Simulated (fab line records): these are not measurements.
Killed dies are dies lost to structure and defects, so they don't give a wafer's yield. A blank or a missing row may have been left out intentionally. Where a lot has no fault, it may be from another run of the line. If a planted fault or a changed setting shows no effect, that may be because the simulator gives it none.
fab line records || flow n5-finfet || part 2 of 2: steps 23 to 31 of 31
record: {"lots": 5, "wafers": 15, "last-day": 16}
route steps=1938 shown DUMMY_GATE@256 SPACER0@258 SD_EPI_N@262
lots with no fault: from the same line, run without faults
start-h: hours from the record's opening day to when the first of the lot's shown wafers began || wait-h: time in hours since the lot's previous step || " identical to the entry in the row above || L1.1+2: a single row standing in for several wafers || - no value, or no start given || * or withheld: withheld || < > ~ a bound
route shown NAME@n: a module of which the file shows steps, and the number in the route of the first || usual: average and standard deviation across the fault-free wafers || same: alike in all rows || chamber/n: place in a boat || sites: each site's reading || _std_site: the values' standard deviation || _edge_site: mean of outer sites minus mean of inner sites || radius-mm: how far each site lies from the wafer's centre || mask NAME#n: copy n || behind: the last tool/chamber to shape the wafer || hold: cause of the lot's hold/its duration in hours/its outcome || device: transistor that didn't switch, given as n, p or np || end of line: the same wafers' tests at the end of the route || where a step has no rows: the recipe by itself || killed: dies that structure and defects cost at the first sort, which is not the same as the wafer's yield || map: a wafer's dies, marking killed ones x, the rest . and places with no die _
set.NAME: the setting as run; set.NAME@STEP: as run at that earlier step || model.NAME: the simulator's own value behind a step, which no gauge read
certain route steps with their lots: each step a table, each wafer a row
services: a tool's chamber out of use, with start hour (start-h, from the record's first day; less than 0 if before it), hours out, and reason
== steps ==
step: N5_SD_EPI_N_ETCH_45
recipe: {"chemistry": "CH3F/O2", "target": "SiOCN", "target-depth-a": 60, "mask-material": "SOC", "ion-energy-ev": 60, "bias-w": 29, "pressure-mtorr": 15, "source-w": 410, "Ar_flow_sccm": 150, "CH3F_flow_sccm": 30, "O2_flow_sccm": 20}
usual: {"drypump-motor-current-A": "5.8/0.38", "oes-product-au": "0.77/0.089", "rf-vpp-V": "127.4/1.1", "showerhead-plenum-p-Torr": "1.99/0.075", "throttle-valve-pct": "23.23/0.25"}
{"lot.wafer": "L075.3", "tool": "rie-diel-05", "chamber": 0, "start-h": 54.47, "wait-h": 0.1, "drypump-motor-current-A": 6.6, "oes-product-au": 0.85, "rf-hours-counter-h": 61, "rf-vpp-V": 128.7, "showerhead-plenum-p-Torr": 2.11, "throttle-valve-pct": 23.34}
{"lot.wafer": "L075.4", "tool": "rie-diel-05", "chamber": 2, "start-h": 54.47, "wait-h": 0.1, "drypump-motor-current-A": 5.1, "oes-product-au": 0.66, "rf-hours-counter-h": 239, "rf-vpp-V": 126.2, "showerhead-plenum-p-Torr": 1.89, "throttle-valve-pct": 23.35}
{"lot.wafer": "L075.5", "tool": "rie-diel-05", "chamber": 1, "start-h": 54.47, "wait-h": 0.1, "drypump-motor-current-A": 5.6, "oes-product-au": 0.74, "rf-hours-counter-h": "-", "rf-vpp-V": 125.7, "showerhead-plenum-p-Torr": 1.90, "throttle-valve-pct": 23.15}
{"lot.wafer": "L076.1", "tool": "rie-diel-04", "chamber": 2, "start-h": 61.40, "wait-h": 0.1, "drypump-motor-current-A": 5.5, "oes-product-au": 0.77, "rf-hours-counter-h": 140, "rf-vpp-V": 126.0, "showerhead-plenum-p-Torr": 1.91, "throttle-valve-pct": 23.20}
{"lot.wafer": "L076.2", "tool": "rie-diel-04", "chamber": 0, "start-h": 61.40, "wait-h": 0.1, "drypump-motor-current-A": 6.4, "oes-product-au": 0.73, "rf-hours-counter-h": 196, "rf-vpp-V": 130.0, "showerhead-plenum-p-Torr": 2.07, "throttle-valve-pct": 24.02}
{"lot.wafer": "L076.6", "tool": "rie-diel-04", "chamber": 2, "start-h": 61.40, "wait-h": 0.1, "drypump-motor-current-A": 5.4, "oes-product-au": 0.76, "rf-hours-counter-h": "-", "rf-vpp-V": 127.2, "showerhead-plenum-p-Torr": 1.91, "throttle-valve-pct": 23.21}
{"lot.wafer": "L082.4", "tool": "rie-diel-03", "chamber": 0, "start-h": 98.28, "wait-h": 0.1, "drypump-motor-current-A": 5.8, "oes-product-au": 0.72, "rf-hours-counter-h": 184, "rf-vpp-V": 127.1, "showerhead-plenum-p-Torr": 2.07, "throttle-valve-pct": 22.83}
{"lot.wafer": "L082.5", "tool": "rie-diel-03", "chamber": 0, "start-h": 98.28, "wait-h": 0.1, "drypump-motor-current-A": 5.8, "oes-product-au": 0.71, "rf-hours-counter-h": "-", "rf-vpp-V": 127.2, "showerhead-plenum-p-Torr": 2.07, "throttle-valve-pct": 22.82}
{"lot.wafer": "L082.6", "tool": "rie-diel-03", "chamber": 3, "start-h": 98.28, "wait-h": 0.1, "drypump-motor-current-A": 5.5, "oes-product-au": 0.67, "rf-hours-counter-h": "-", "rf-vpp-V": 126.0, "showerhead-plenum-p-Torr": 1.96, "throttle-valve-pct": 23.70}
{"lot.wafer": "L091.2", "tool": "rie-diel-03", "chamber": 3, "start-h": 152.33, "wait-h": 0.1, "drypump-motor-current-A": 5.5, "oes-product-au": 0.93, "rf-hours-counter-h": 10, "rf-vpp-V": 126.9, "showerhead-plenum-p-Torr": 1.96, "throttle-valve-pct": 23.29}
{"lot.wafer": "L091.4", "tool": "rie-diel-03", "chamber": 0, "start-h": 152.33, "wait-h": 0.1, "drypump-motor-current-A": 5.8, "oes-product-au": 0.71, "rf-hours-counter-h": 204, "rf-vpp-V": 128.6, "showerhead-plenum-p-Torr": 2.06, "throttle-valve-pct": 22.86}
{"lot.wafer": "L091.5", "tool": "rie-diel-03", "chamber": 0, "start-h": 152.33, "wait-h": 0.1, "drypump-motor-current-A": 5.8, "oes-product-au": 0.71, "rf-hours-counter-h": "-", "rf-vpp-V": 126.8, "showerhead-plenum-p-Torr": 2.06, "throttle-valve-pct": 22.85}
{"lot.wafer": "L092.1", "tool": "rie-diel-03", "chamber": 1, "start-h": 159.79, "wait-h": 0.1, "drypump-motor-current-A": 5.8, "oes-product-au": 0.88, "rf-hours-counter-h": 23, "rf-vpp-V": 126.9, "showerhead-plenum-p-Torr": 2.02, "throttle-valve-pct": 23.22}
{"lot.wafer": "L092.3", "tool": "rie-diel-03", "chamber": 3, "start-h": 159.79, "wait-h": 0.1, "drypump-motor-current-A": 5.5, "oes-product-au": 0.92, "rf-hours-counter-h": 13, "rf-vpp-V": 128.4, "showerhead-plenum-p-Torr": 1.96, "throttle-valve-pct": 23.27}
{"lot.wafer": "L092.5", "tool": "rie-diel-03", "chamber": 3, "start-h": 159.79, "wait-h": 0.1, "drypump-motor-current-A": 5.5, "oes-product-au": 0.92, "rf-hours-counter-h": "-", "rf-vpp-V": 128.0, "showerhead-plenum-p-Torr": 1.96, "throttle-valve-pct": 23.27}
step: N5_SD_EPI_N_ETCH_16
recipe: {"chemistry": "CHF3/O2", "target": "SiO2", "target-depth-a": 50, "mask-material": "SOC", "pressure-mtorr": 30, "source-w": 650, "bias-w": 170, "Ar_flow_sccm": 200, "CHF3_flow_sccm": 50, "O2_flow_sccm": 5, "ion-energy-ev": 200}
usual: {"drypump-motor-current-A": "5.8/0.38", "oes_f_703_au": "0.77/0.091", "oes-product-au": "0.77/0.089", "rf-vpp-V": "524/12", "showerhead-plenum-p-Torr": "2.40/0.088", "throttle-valve-pct": "18.84/0.2"}
{"lot.wafer": "L075.3", "tool": "rie-diel-05", "chamber": 0, "start-h": 54.57, "wait-h": 0.1, "drypump-motor-current-A": 6.6, "oes_f_703_au": 0.85, "oes-product-au": 0.87, "rf-hours-counter-h": 61, "rf-vpp-V": 530, "showerhead-plenum-p-Torr": 2.54, "throttle-valve-pct": 18.85}
{"lot.wafer": "L075.4", "tool": "rie-diel-05", "chamber": 2, "start-h": 54.57, "wait-h": 0.1, "drypump-motor-current-A": 5.1, "oes_f_703_au": 0.67, "oes-product-au": 0.67, "rf-hours-counter-h": 239, "rf-vpp-V": 509, "showerhead-plenum-p-Torr": 2.30, "throttle-valve-pct": 18.92}
{"lot.wafer": "L075.5", "tool": "rie-diel-05", "chamber": 1, "start-h": 54.57, "wait-h": 0.1, "drypump-motor-current-A": 5.6, "oes_f_703_au": 0.71, "oes-product-au": 0.74, "rf-hours-counter-h": "-", "rf-vpp-V": 531, "showerhead-plenum-p-Torr": 2.30, "throttle-valve-pct": 18.78}
{"lot.wafer": "L076.1", "tool": "rie-diel-04", "chamber": 2, "start-h": 61.50, "wait-h": 0.1, "drypump-motor-current-A": 5.5, "oes_f_703_au": 0.75, "oes-product-au": 0.76, "rf-hours-counter-h": 140, "rf-vpp-V": 542, "showerhead-plenum-p-Torr": 2.32, "throttle-valve-pct": 18.79}
{"lot.wafer": "L076.2", "tool": "rie-diel-04", "chamber": 0, "start-h": 61.50, "wait-h": 0.1, "drypump-motor-current-A": 6.4, "oes_f_703_au": 0.75, "oes-product-au": 0.73, "rf-hours-counter-h": 196, "rf-vpp-V": 512, "showerhead-plenum-p-Torr": 2.50, "throttle-valve-pct": 19.50}
{"lot.wafer": "L076.6", "tool": "rie-diel-04", "chamber": 2, "start-h": 61.50, "wait-h": 0.1, "drypump-motor-current-A": 5.5, "oes_f_703_au": 0.76, "oes-product-au": 0.76, "rf-hours-counter-h": "-", "rf-vpp-V": 541, "showerhead-plenum-p-Torr": 2.32, "throttle-valve-pct": 18.78}
{"lot.wafer": "L082.4", "tool": "rie-diel-03", "chamber": 0, "start-h": 98.38, "wait-h": 0.1, "drypump-motor-current-A": 5.8, "oes_f_703_au": 0.72, "oes-product-au": 0.71, "rf-hours-counter-h": 184, "rf-vpp-V": 537, "showerhead-plenum-p-Torr": 2.50, "throttle-valve-pct": 18.53}
{"lot.wafer": "L082.5", "tool": "rie-diel-03", "chamber": 0, "start-h": 98.38, "wait-h": 0.1, "drypump-motor-current-A": 5.8, "oes_f_703_au": 0.72, "oes-product-au": 0.71, "rf-hours-counter-h": "-", "rf-vpp-V": 538, "showerhead-plenum-p-Torr": 2.50, "throttle-valve-pct": 18.53}
{"lot.wafer": "L082.6", "tool": "rie-diel-03", "chamber": 3, "start-h": 98.38, "wait-h": 0.1, "drypump-motor-current-A": 5.5, "oes_f_703_au": 0.71, "oes-product-au": 0.68, "rf-hours-counter-h": "-", "rf-vpp-V": 505, "showerhead-plenum-p-Torr": 2.37, "throttle-valve-pct": 19.28}
{"lot.wafer": "L091.2", "tool": "rie-diel-03", "chamber": 3, "start-h": 152.43, "wait-h": 0.1, "drypump-motor-current-A": 5.5, "oes_f_703_au": 0.96, "oes-product-au": 0.94, "rf-hours-counter-h": 10, "rf-vpp-V": 505, "showerhead-plenum-p-Torr": 2.37, "throttle-valve-pct": 18.86}
{"lot.wafer": "L091.4", "tool": "rie-diel-03", "chamber": 0, "start-h": 152.43, "wait-h": 0.1, "drypump-motor-current-A": 5.8, "oes_f_703_au": 0.71, "oes-product-au": 0.70, "rf-hours-counter-h": 204, "rf-vpp-V": 537, "showerhead-plenum-p-Torr": 2.49, "throttle-valve-pct": 18.57}
{"lot.wafer": "L091.5", "tool": "rie-diel-03", "chamber": 0, "start-h": 152.43, "wait-h": 0.1, "drypump-motor-current-A": 5.8, "oes_f_703_au": 0.71, "oes-product-au": 0.71, "rf-hours-counter-h": "-", "rf-vpp-V": 538, "showerhead-plenum-p-Torr": 2.49, "throttle-valve-pct": 18.57}
{"lot.wafer": "L092.1", "tool": "rie-diel-03", "chamber": 1, "start-h": 159.89, "wait-h": 0.1, "drypump-motor-current-A": 5.8, "oes_f_703_au": 0.88, "oes-product-au": 0.88, "rf-hours-counter-h": 23, "rf-vpp-V": 532, "showerhead-plenum-p-Torr": 2.44, "throttle-valve-pct": 18.85}
{"lot.wafer": "L092.3", "tool": "rie-diel-03", "chamber": 3, "start-h": 159.89, "wait-h": 0.1, "drypump-motor-current-A": 5.5, "oes_f_703_au": 0.96, "oes-product-au": 0.92, "rf-hours-counter-h": 13, "rf-vpp-V": 505, "showerhead-plenum-p-Torr": 2.37, "throttle-valve-pct": 18.86}
{"lot.wafer": "L092.5", "tool": "rie-diel-03", "chamber": 3, "start-h": 159.89, "wait-h": 0.1, "drypump-motor-current-A": 5.5, "oes_f_703_au": 0.95, "oes-product-au": 0.94, "rf-hours-counter-h": "-", "rf-vpp-V": 504, "showerhead-plenum-p-Torr": 2.37, "throttle-valve-pct": 18.84}
step: N5_SD_EPI_N_STRIP_47
recipe: {"chemistry": "CHF3/O2", "resist": "SiARC", "rf-frequency-hz": 6e+07}
{"lot.wafer": "L075.3+4+5", "tool": "rie-diel-05", "chamber": "0,2,1", "start-h": 54.61, "wait-h": 0.0}
{"lot.wafer": "L076.1+2+6", "tool": "rie-diel-04", "chamber": "2,0,2", "start-h": 61.54, "wait-h": 0.0}
{"lot.wafer": "L082.4+5+6", "tool": "rie-diel-03", "chamber": "0,0,3", "start-h": 98.42, "wait-h": 0.0}
{"lot.wafer": "L091.2+4+5", "tool": "rie-diel-03", "chamber": "3,0,0", "start-h": 152.47, "wait-h": 0.0}
{"lot.wafer": "L092.1+3+5", "tool": "rie-diel-03", "chamber": "1,3,3", "start-h": 159.93, "wait-h": 0.0}
step: N5_SD_EPI_N_SD_RECESS_17
recipe: {"chemistry": "HBr/Cl2/O2", "target-depth-a": 410, "mask-material": "SOC", "time-s": 23.7, "bt-time-s": 3, "pressure-mtorr": 10, "icp-w": 800, "bias-w": 112, "HBr_flow_sccm": 150, "Cl2_flow_sccm": 80, "O2_flow_sccm": 12}
usual: {"drypump-motor-current-A": "5.7/0.34", "he-backside-leak-sccm": "2.8/0.47", "oes-product-au": "1.003/0.014", "throttle-valve-pct": "37.19/0.21"}
{"lot.wafer": "L075.3", "tool": "rie-si-03", "chamber": 3, "start-h": 54.64, "wait-h": 0.0, "drypump-motor-current-A": 6.0, "he-backside-leak-sccm": 2.3, "oes-product-au": 0.992, "rf-hours-counter-h": 7, "throttle-valve-pct": 36.90}
{"lot.wafer": "L075.4", "tool": "rie-si-03", "chamber": 0, "start-h": 54.64, "wait-h": 0.0, "drypump-motor-current-A": 5.5, "he-backside-leak-sccm": 3.7, "oes-product-au": 1.020, "rf-hours-counter-h": 174, "throttle-valve-pct": 37.01}
{"lot.wafer": "L075.5", "tool": "rie-si-03", "chamber": 1, "start-h": 54.64, "wait-h": 0.0, "drypump-motor-current-A": 6.0, "he-backside-leak-sccm": 2.7, "oes-product-au": 1.019, "rf-hours-counter-h": "-", "throttle-valve-pct": 37.06}
{"lot.wafer": "L076.1", "tool": "rie-si-03", "chamber": 3, "start-h": 61.58, "wait-h": 0.0, "drypump-motor-current-A": 6.0, "he-backside-leak-sccm": 2.1, "oes-product-au": 1.010, "rf-hours-counter-h": 7, "throttle-valve-pct": 36.92}
{"lot.wafer": "L076.2", "tool": "rie-si-03", "chamber": 2, "start-h": 61.58, "wait-h": 0.0, "drypump-motor-current-A": 5.3, "he-backside-leak-sccm": 2.3, "oes-product-au": 0.983, "rf-hours-counter-h": 8, "throttle-valve-pct": 37.16}
{"lot.wafer": "L076.6", "tool": "rie-si-03", "chamber": 2, "start-h": 61.58, "wait-h": 0.0, "drypump-motor-current-A": 5.3, "he-backside-leak-sccm": 2.3, "oes-product-au": 0.984, "rf-hours-counter-h": "-", "throttle-valve-pct": 37.18}
{"lot.wafer": "L082.4", "tool": "rie-si-03", "chamber": 0, "start-h": 98.45, "wait-h": 0.0, "drypump-motor-current-A": 5.5, "he-backside-leak-sccm": 3.6, "oes-product-au": 1.026, "rf-hours-counter-h": 175, "throttle-valve-pct": 37.01}
{"lot.wafer": "L082.5", "tool": "rie-si-03", "chamber": 0, "start-h": 98.45, "wait-h": 0.0, "drypump-motor-current-A": 5.5, "he-backside-leak-sccm": 3.6, "oes-product-au": 1.022, "rf-hours-counter-h": "-", "throttle-valve-pct": 37.01}
{"lot.wafer": "L082.6", "tool": "rie-si-03", "chamber": 3, "start-h": 98.45, "wait-h": 0.0, "drypump-motor-current-A": 6.0, "he-backside-leak-sccm": 2.1, "oes-product-au": 1.000, "rf-hours-counter-h": "-", "throttle-valve-pct": 36.91}
{"lot.wafer": "L091.2", "tool": "rie-si-02", "chamber": 2, "start-h": 152.50, "wait-h": 0.0, "drypump-motor-current-A": 5.8, "he-backside-leak-sccm": 2.5, "oes-product-au": 0.986, "rf-hours-counter-h": 7, "throttle-valve-pct": 37.52}
{"lot.wafer": "L091.4", "tool": "rie-si-02", "chamber": 1, "start-h": 152.50, "wait-h": 0.0, "drypump-motor-current-A": 5.2, "he-backside-leak-sccm": 3.5, "oes-product-au": 0.993, "rf-hours-counter-h": 44, "throttle-valve-pct": 37.10}
{"lot.wafer": "L091.5", "tool": "rie-si-02", "chamber": 2, "start-h": 152.50, "wait-h": 0.0, "drypump-motor-current-A": 5.8, "he-backside-leak-sccm": 2.5, "oes-product-au": 1.008, "rf-hours-counter-h": "-", "throttle-valve-pct": 37.51}
{"lot.wafer": "L092.1", "tool": "rie-si-05", "chamber": 3, "start-h": 159.97, "wait-h": 0.0, "drypump-motor-current-A": 5.2, "he-backside-leak-sccm": 3.4, "oes-product-au": 0.980, "rf-hours-counter-h": 80, "throttle-valve-pct": 36.92}
{"lot.wafer": "L092.3", "tool": "rie-si-05", "chamber": 2, "start-h": 159.97, "wait-h": 0.0, "drypump-motor-current-A": 5.5, "he-backside-leak-sccm": 2.9, "oes-product-au": 1.019, "rf-hours-counter-h": 115, "throttle-valve-pct": 37.19}
{"lot.wafer": "L092.5", "tool": "rie-si-05", "chamber": 1, "start-h": 159.97, "wait-h": 0.0, "drypump-motor-current-A": 5.9, "he-backside-leak-sccm": 2.8, "oes-product-au": 1.013, "rf-hours-counter-h": "-", "throttle-valve-pct": 37.11}
step: N5_SD_EPI_N_STRIP_38
recipe: {"chemistry": "N2/H2", "power-w": 1000, "temp-c": 250, "h2-frac": 0.65, "overash-fraction": 0.3, "pressure-mtorr": "withheld", "n2-flow-sccm": 1750, "h2-flow-sccm": 3250}
usual: {"drypump-motor-current-A": "5.6/0.4", "heater-power-w": "332/35", "oes-product-au": "0.761/0.012"}
{"lot.wafer": "L075.3", "tool": "plasma-asher-01", "chamber": 1, "start-h": 54.76, "wait-h": 0.1, "drypump-motor-current-A": 5.9, "heater-power-w": 332, "oes-product-au": 0.737, "rf-hours-counter-h": "-"}
{"lot.wafer": "L075.4", "tool": "plasma-asher-01", "chamber": 0, "start-h": 54.76, "wait-h": 0.1, "drypump-motor-current-A": 5.6, "heater-power-w": 298, "oes-product-au": 0.741, "rf-hours-counter-h": "-"}
{"lot.wafer": "L075.5", "tool": "plasma-asher-01", "chamber": 0, "start-h": 54.76, "wait-h": 0.1, "drypump-motor-current-A": 5.7, "heater-power-w": 303, "oes-product-au": 0.759, "rf-hours-counter-h": "-"}
{"lot.wafer": "L076.1", "tool": "plasma-asher-02", "chamber": 1, "start-h": 61.67, "wait-h": 0.1, "drypump-motor-current-A": 5.0, "heater-power-w": 307, "oes-product-au": 0.754, "rf-hours-counter-h": 29}
{"lot.wafer": "L076.2", "tool": "plasma-asher-02", "chamber": 0, "start-h": 61.67, "wait-h": 0.1, "drypump-motor-current-A": 5.9, "heater-power-w": 392, "oes-product-au": 0.755, "rf-hours-counter-h": 29}
{"lot.wafer": "L076.6", "tool": "plasma-asher-02", "chamber": 1, "start-h": 61.67, "wait-h": 0.1, "drypump-motor-current-A": 4.9, "heater-power-w": 309, "oes-product-au": 0.770, "rf-hours-counter-h": "-"}
{"lot.wafer": "L082.4", "tool": "plasma-asher-01", "chamber": 0, "start-h": 98.57, "wait-h": 0.1, "drypump-motor-current-A": 5.7, "heater-power-w": 295, "oes-product-au": 0.755, "rf-hours-counter-h": "-"}
{"lot.wafer": "L082.5", "tool": "plasma-asher-01", "chamber": 0, "start-h": 98.57, "wait-h": 0.1, "drypump-motor-current-A": 5.7, "heater-power-w": 287, "oes-product-au": 0.761, "rf-hours-counter-h": "-"}
{"lot.wafer": "L082.6", "tool": "plasma-asher-01", "chamber": 1, "start-h": 98.57, "wait-h": 0.1, "drypump-motor-current-A": 5.9, "heater-power-w": 321, "oes-product-au": 0.773, "rf-hours-counter-h": "-"}
{"lot.wafer": "L091.2", "tool": "plasma-asher-02", "chamber": 1, "start-h": 152.60, "wait-h": 0.1, "drypump-motor-current-A": 5.0, "heater-power-w": 317, "oes-product-au": 0.766, "rf-hours-counter-h": 48}
{"lot.wafer": "L091.4", "tool": "plasma-asher-02", "chamber": 1, "start-h": 152.60, "wait-h": 0.1, "drypump-motor-current-A": 5.0, "heater-power-w": 314, "oes-product-au": 0.764, "rf-hours-counter-h": "-"}
{"lot.wafer": "L091.5", "tool": "plasma-asher-02", "chamber": 0, "start-h": 152.60, "wait-h": 0.1, "drypump-motor-current-A": 5.9, "heater-power-w": 395, "oes-product-au": 0.746, "rf-hours-counter-h": "-"}
{"lot.wafer": "L092.1", "tool": "plasma-asher-02", "chamber": 0, "start-h": 160.06, "wait-h": 0.1, "drypump-motor-current-A": 6.0, "heater-power-w": 372, "oes-product-au": 0.755, "rf-hours-counter-h": 50}
{"lot.wafer": "L092.3", "tool": "plasma-asher-02", "chamber": 1, "start-h": 160.06, "wait-h": 0.1, "drypump-motor-current-A": 5.0, "heater-power-w": 321, "oes-product-au": 0.756, "rf-hours-counter-h": "-"}
{"lot.wafer": "L092.5", "tool": "plasma-asher-02", "chamber": 1, "start-h": 160.06, "wait-h": 0.1, "drypump-motor-current-A": 4.9, "heater-power-w": 309, "oes-product-au": 0.779, "rf-hours-counter-h": "-"}
step: N5_SD_EPI_N_WET_ETCH_43
recipe: {"chemistry": "dHF", "dilution": "withheld", "time-s": 14, "target": "SiO2", "target-depth-a": 15, "temp-c": 25}
{"lot.wafer": "L075.3+4+5", "tool": "wet-bench-06", "chamber": "1,0,4", "start-h": 54.82, "wait-h": "-"}
{"lot.wafer": "L076.1+2+6", "tool": "wet-bench-06", "chamber": "3,5,4", "start-h": 61.76, "wait-h": "-"}
{"lot.wafer": "L082.4+5+6", "tool": "wet-bench-04", "chamber": "5,2,6", "start-h": 98.64, "wait-h": "-"}
{"lot.wafer": "L091.2+4+5", "tool": "wet-bench-04", "chamber": "3,2,6", "start-h": 152.69, "wait-h": "-"}
{"lot.wafer": "L092.1+3+5", "tool": "wet-bench-06", "chamber": "5,3,6", "start-h": 160.15, "wait-h": "-"}
step: N5_SD_EPI_N_STRIP_18
recipe: {"chemistry": "SPM", "time-s": 750, "temp-c": 130, "h2so4-h2o2-vol-ratio": 4}
{"lot.wafer": "L075.3+4+5", "tool": "wet-bench-06", "chamber": "1,0,4", "start-h": 54.83, "wait-h": 0.0}
{"lot.wafer": "L076.1+2+6", "tool": "wet-bench-06", "chamber": "3,5,4", "start-h": 61.77, "wait-h": 0.0}
{"lot.wafer": "L082.4+5+6", "tool": "wet-bench-04", "chamber": "5,2,6", "start-h": 98.64, "wait-h": 0.0}
{"lot.wafer": "L091.2+4+5", "tool": "wet-bench-04", "chamber": "3,2,6", "start-h": 152.70, "wait-h": 0.0}
{"lot.wafer": "L092.1+3+5", "tool": "wet-bench-06", "chamber": "5,3,6", "start-h": 160.15, "wait-h": 0.0}
step: N5_SD_EPI_N_SRD_20
recipe: {"dry": "ipa-marangoni", "do-ppb": 5, "time-s": 30, "temp-c": 23, "rinse-liquid": "diw"}
{"lot.wafer": "L075.3+4+5", "tool": "wet-bench-06", "chamber": "1,0,4", "start-h": 55.04, "wait-h": 0.0}
{"lot.wafer": "L076.1+2+6", "tool": "wet-bench-06", "chamber": "3,5,4", "start-h": 61.97, "wait-h": 0.0}
{"lot.wafer": "L082.4+5+6", "tool": "wet-bench-04", "chamber": "5,2,6", "start-h": 98.85, "wait-h": 0.0}
{"lot.wafer": "L091.2+4+5", "tool": "wet-bench-04", "chamber": "3,2,6", "start-h": 152.91, "wait-h": 0.0}
{"lot.wafer": "L092.1+3+5", "tool": "wet-bench-06", "chamber": "5,3,6", "start-h": 160.36, "wait-h": 0.0}
step: N5_SD_EPI_N_PRECLEAN_48
recipe: {"chemistry": "NF3:NH3", "afs-cycles": 2, "temp-c": 30, "time-s": 20, "sublimation-temp-c": 180, "sublimation-time-s": 60, "pressure-torr": 3, "rf-power-w": 30}
same: {"afs-cycles": 2}
{"lot.wafer": "L075.3+4+5", "tool": "epi-rpcvd-02", "chamber": 0, "start-h": 55.21, "wait-h": 0.2}
{"lot.wafer": "L076.1+2+6", "tool": "epi-rpcvd-02", "chamber": 0, "start-h": 62.02, "wait-h": 0.0}
{"lot.wafer": "L082.4+5+6", "tool": "epi-rpcvd-01", "chamber": 0, "start-h": 99.08, "wait-h": 0.2}
{"lot.wafer": "L091.2+4+5", "tool": "epi-rpcvd-01", "chamber": 0, "start-h": 153.02, "wait-h": 0.1}
{"lot.wafer": "L092.1+3+5", "tool": "epi-rpcvd-04", "chamber": 0, "start-h": 160.41, "wait-h": 0.0}
== services ==
{"tool": "rie-diel-04", "chamber": 2, "start-h": 32.91, "hours": 5.1, "kind": "repair"}
{"tool": "rie-diel-05", "chamber": "-", "start-h": 34.27, "hours": 1.2, "kind": "repair"}
{"tool": "rie-si-05", "chamber": 2, "start-h": 35.47, "hours": 5.0, "kind": "repair"}
{"tool": "rie-diel-03", "chamber": 3, "start-h": 39.36, "hours": 40.4, "kind": "repair"}
{"tool": "arfi-scanner-01", "chamber": "-", "start-h": 42.70, "hours": 1.3, "kind": "pm"}
{"tool": "rie-si-02", "chamber": "-", "start-h": 53.08, "hours": 14.6, "kind": "pm"}
{"tool": "rie-diel-04", "chamber": 2, "start-h": 53.58, "hours": 6.0, "kind": "repair"}
{"tool": "arfi-scanner-02", "chamber": "-", "start-h": 57.38, "hours": 1.0, "kind": "pm"}
{"tool": "arfi-scanner-02", "chamber": "-", "start-h": 64.09, "hours": 0.8, "kind": "pm"}
{"tool": "rie-si-03", "chamber": 3, "start-h": 76.56, "hours": 1.9, "kind": "repair"}
{"tool": "ald-sin-02", "chamber": "-", "start-h": 87.15, "hours": 14.0, "kind": "pm"}
{"tool": "rie-diel-05", "chamber": 2, "start-h": 91.55, "hours": 11.1, "kind": "repair"}
{"tool": "arfi-scanner-01", "chamber": "-", "start-h": 91.57, "hours": 1.5, "kind": "pm"}
{"tool": "arfi-scanner-02", "chamber": "-", "start-h": 93.07, "hours": 4.9, "kind": "pm"}
{"tool": "arfi-scanner-01", "chamber": "-", "start-h": 99.94, "hours": 1.1, "kind": "repair"}
{"tool": "ald-sin-02", "chamber": "-", "start-h": 101.15, "hours": 6.1, "kind": "pm"}
{"tool": "plasma-asher-01", "chamber": "-", "start-h": 105.82, "hours": 1.8, "kind": "repair"}
{"tool": "arfi-scanner-02", "chamber": "-", "start-h": 114.40, "hours": 1.3, "kind": "pm"}
{"tool": "wet-bench-04", "chamber": "-", "start-h": 117.12, "hours": 0.8, "kind": "repair"}
{"tool": "rie-diel-03", "chamber": "-", "start-h": 118.04, "hours": 2.8, "kind": "pm"}
{"tool": "rie-diel-04", "chamber": 2, "start-h": 122.02, "hours": 1.8, "kind": "repair"}
{"tool": "ald-sin-01", "chamber": 0, "start-h": 144.35, "hours": 15.5, "kind": "repair"}
{"tool": "arfi-scanner-01", "chamber": "-", "start-h": 147.81, "hours": 1.0, "kind": "pm"}
{"tool": "ald-sin-02", "chamber": 3, "start-h": 158.10, "hours": 10.5, "kind": "repair"}
